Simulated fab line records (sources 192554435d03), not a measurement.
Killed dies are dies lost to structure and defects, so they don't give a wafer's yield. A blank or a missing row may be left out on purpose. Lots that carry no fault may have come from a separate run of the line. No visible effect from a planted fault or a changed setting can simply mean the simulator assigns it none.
Matching of chambers -- flow n5-finfet -- N5_BEOL_M5_CO_CAP_78 on cvd-co-02: 3 sister chambers
The step material Co, precursor CCTBA/H2, target thk 2 nm, time 102.1 s. 6 wafers are shown with their chamber, then 12 later ones without.

WAFERS PAIRED WITH THEIR CHAMBERS
wafer,chamber,heater-power-w (W),chamber-pressure-Torr (Torr)
L087.3,1,239,30.07
L087.6,1,234,30.05
L091.3,0,270,29.96
L079.1,0,267,29.85
L079.2,2,230,30.04
L079.6,2,226,30.01

WAFERS MISSING THEIR CHAMBER
wafer,heater-power-w (W),chamber-pressure-Torr (Torr)
L097.1,226,29.97
L097.2,240,29.96
L097.6,231,29.95
L096.1,234,29.94
L096.3,238,29.99
L096.6,226,29.96
L094.1,237,29.94
L094.2,267,30.00
L094.6,235,29.96
L095.1,261,30.10
L095.4,242,29.97
L095.6,227,29.95

EACH ONE'S CHAMBER
wafer,from the rows above,in truth
L097.1,2,2
L097.2,can't be placed: 1 or 2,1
L097.6,can't be placed: 2 or 1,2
L096.1,can't be placed: 1 or 2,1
L096.3,can't be placed: 1 or 2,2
L096.6,2,2
L094.1,can't be placed: 1 or 2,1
L094.2,0,0
L094.6,can't be placed: 1 or 2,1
L095.1,0,0
L095.4,1,1
L095.6,2,2
Placed correctly: 6 of 12. Unplaceable from these rows: 6, with the true chamber sitting among the candidates in 6. Number placed wrongly: 0.
How it was worked out, from the rows above alone: a wafer's distance from a chamber is the root of the sum, over the readings, of the square of ((its reading less the chamber's mean) divided by the reading's scatter). The wafer belongs to the nearest chamber; if the next one is less than 2 further off, it can't be placed. The mean given for a chamber averages the wafers shown for that chamber. How the scatter is found: for the shown wafers, subtract from each reading the mean of its chamber, square and add these, divide the total by (wafers less chambers), then take the root.
